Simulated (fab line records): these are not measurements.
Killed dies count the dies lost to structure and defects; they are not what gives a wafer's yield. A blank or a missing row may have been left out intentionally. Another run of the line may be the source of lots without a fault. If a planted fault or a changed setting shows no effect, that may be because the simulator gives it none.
A lot that was struck, set against a sound lot || flow n5 finfet || 16 steps out of a route of 1938
Sound: wafers L554.1, L554.2, L554.5. Struck: wafer L555.3. (L555.1, L555.2 of the same lot were not struck and are left out.) The cause comes at the end.
At each step with rows: each side's tool, then ch and its chambers, then its first start. Under that, the readings that differ: sound wafers || struck wafers || difference of the means || sigmas: that difference in standard deviations of wafers without a fault.
alike: same words and numbers on both sides, and readings whose means sit less than 2 such deviations apart. not compared: any withheld reading, any reading some wafer has no value for, any bound like >300 that may hide the same value, and any number with overlapping values for which the record gives no deviation.
The two part at a step that has a row with sigmas, a row that says differs or no value, or rows on one side only. When numbers do not overlap yet have no deviation, they are printed without sigmas and do not part them. Lack of a reading on every wafer of one side parts them only where that side has two or more wafers.

first, 6 steps without rows for these wafers: N5_MOL_CONTACT_COAG_COAT_78 (resist thk 40 nm); N5_MOL_CONTACT_COAG_EBR_80; N5_MOL_CONTACT_COAG_SOFTBAKE_79 (time 60 s); N5_MOL_CONTACT_COAG_EXPOSE_81 (exposes mask VG, defocus 0 nm); N5_MOL_CONTACT_COAG_PEB_82 (peb time 60 s); N5_MOL_CONTACT_COAG_DEVELOP_83 (develop time 30 s).
N5_MOL_CONTACT_COAG_CD_MEAS_84: target cd 25.1 nm.
  sound on cd sem-01 ch 0, day 5 13:16; struck on cd sem-02 ch 0, day 6 03:07
  alike: cd nm
N5_MOL_CONTACT_COAG_OVL_MEAS_85:
  sound on overlay-01 ch 0, day 5 13:18; struck on overlay-01 ch 0, day 6 03:09
{"reading": "VG_OVL (nm)", "sound": "0.2 -0.4 0.0", "struck": -1.6, "difference": -1.5, "sigmas": -3}
N5_MOL_CONTACT_COAG_INSPECT_57: inspects for defects (brightfield).
  sound: defect inspect-02 at day 5 13:21; struck: defect inspect-02 at day 6 03:13
  alike: raw defect count
N5_MOL_CONTACT_COAG_DESCUM_88: chemistry O2, time 7 s.
  sound on rie diel-04 ch 0,2,3, day 5 13:23; struck on rie diel-05 ch 2, day 6 03:20
  alike: drypump motor current A, oes product au, rf vpp V, showerhead plenum p Torr, throttle valve pct
  not compared: rf hours counter h
N5_MOL_CONTACT_COAG_ETCH_89: etches underlayer in N2/H2, target depth 13 nm, time 10.4 s.
  sound on rie diel-04 ch 0,2,3, day 5 13:25; struck on rie diel-05 ch 2, day 6 03:22
{"reading": "etch rf on time s (s)", "sound": "10.63 10.54 10.41", "struck": 9.80, "difference": -0.73, "sigmas": -3}
{"reading": "oes product au (a.u.)", "sound": "0.60 0.65 0.63", "struck": 0.77, "difference": "+0.14", "sigmas": "+2"}
  alike: drypump motor current A, rf vpp V, showerhead plenum p Torr, throttle valve pct
  not compared: rf hours counter h
N5_MOL_CONTACT_COAG_ETCH_90: etches SiARC in CF4, target depth 13 nm, time 21.7 s.
  sound on rie diel-04 ch 0,2,3, day 5 13:26; struck on rie diel-05 ch 2, day 6 03:23
{"reading": "etch rf on time s (s)", "sound": "22.0 21.8 21.6", "struck": 20.6, "difference": -1.2, "sigmas": -3}
{"reading": "throttle valve pct (%)", "sound": "15.82 15.83 15.93", "struck": 15.30, "difference": -0.56, "sigmas": -2}
  alike: cf4 flow sccm, drypump motor current A, mfc ar sccm, oes product au, rf vpp V, showerhead plenum p Torr
  not compared: rf hours counter h
N5_MOL_CONTACT_COAG_ALD_131: deposits SiO2, target thk 5 nm, pulse time 1 s, co reactant pulse time 1 s.
  sound on ald sin-02 ch 0,2,3, day 5 13:34; struck on ald sin-01 ch 2, day 6 03:28
{"reading": "ald cycles", "sound": "35 35 35", "struck": 39, "difference": "+4", "sigmas": ""}
{"reading": "model.SiO2_of_MOL_CONTACT_COAG_ALD_131.thk nm (nm)", "sound": "5 5 5", "struck": 5.6, "difference": "+0.6", "sigmas": ""}
  alike: heater power outer w, heater power w, precursor pulse height rel, susceptor temp C
N5_MOL_CONTACT_COAG_ETCHBACK_132: etches SiO2 in CHF3, target depth 10 nm, time 6.7 s.
  sound on rie diel-04 ch 0,2,3, day 5 13:44; struck on rie diel-05 ch 3, day 6 03:38
{"reading": "throttle valve pct (%)", "sound": "18.92 18.87 19.11", "struck": 18.38, "difference": -0.59, "sigmas": -2}
  alike: drypump motor current A, mfc ar sccm, oes product au, rf vpp V, showerhead plenum p Torr
  not compared: rf hours counter h
-- a jump in the record: the struck wafers' starts before and after are 4 days apart (it breaks off in module MOL_CONTACT_COAG and resumes in module BEOL_M4, where the first step shown is number 1111 of the route) --
N5_BEOL_M4_RC_MEAS_101:
  sound on prober-02 ch 0, day 9 10:07; struck on prober-01 ch 0, day 9 17:19
{"reading": "VT_P (mV)", "sound": "-249 -250 -246", "struck": -257, "difference": -9, "sigmas": -3}
  alike: DIBL_N, DIBL_P, IOFF_N, IOFF_P, ION_N, ION_P, SS_N, SS_P, VT_N
-- a jump in the record: the struck wafers' starts before and after are 5 days apart (it breaks off in module BEOL_M4 and resumes in module PASSIVATION, where the first step shown is number 1936 of the route) --
N5_PASSIVATION_PROBE_49:
  sound: prober-02 at day 14 01:25; struck: prober-01 at day 14 05:38
{"reading": "killed short", "sound": "40 36 28", "struck": 53, "difference": "+18", "sigmas": "+3"}
  alike: defect limited yield, killed_at_M0_to_M3, killed_at_M4_up, killed at contacts, killed at front end, killed at other, killed dies, killed open, sort_bin_5_function, sort_bin_6_memory, sort_bin_8_speed, sort n pass, sort yield pct

## WHERE THEY PART
Earliest at N5_MOL_CONTACT_COAG_OVL_MEAS_85; latest, in this record, at N5_PASSIVATION_PROBE_49.

WHY: what the simulator had put in
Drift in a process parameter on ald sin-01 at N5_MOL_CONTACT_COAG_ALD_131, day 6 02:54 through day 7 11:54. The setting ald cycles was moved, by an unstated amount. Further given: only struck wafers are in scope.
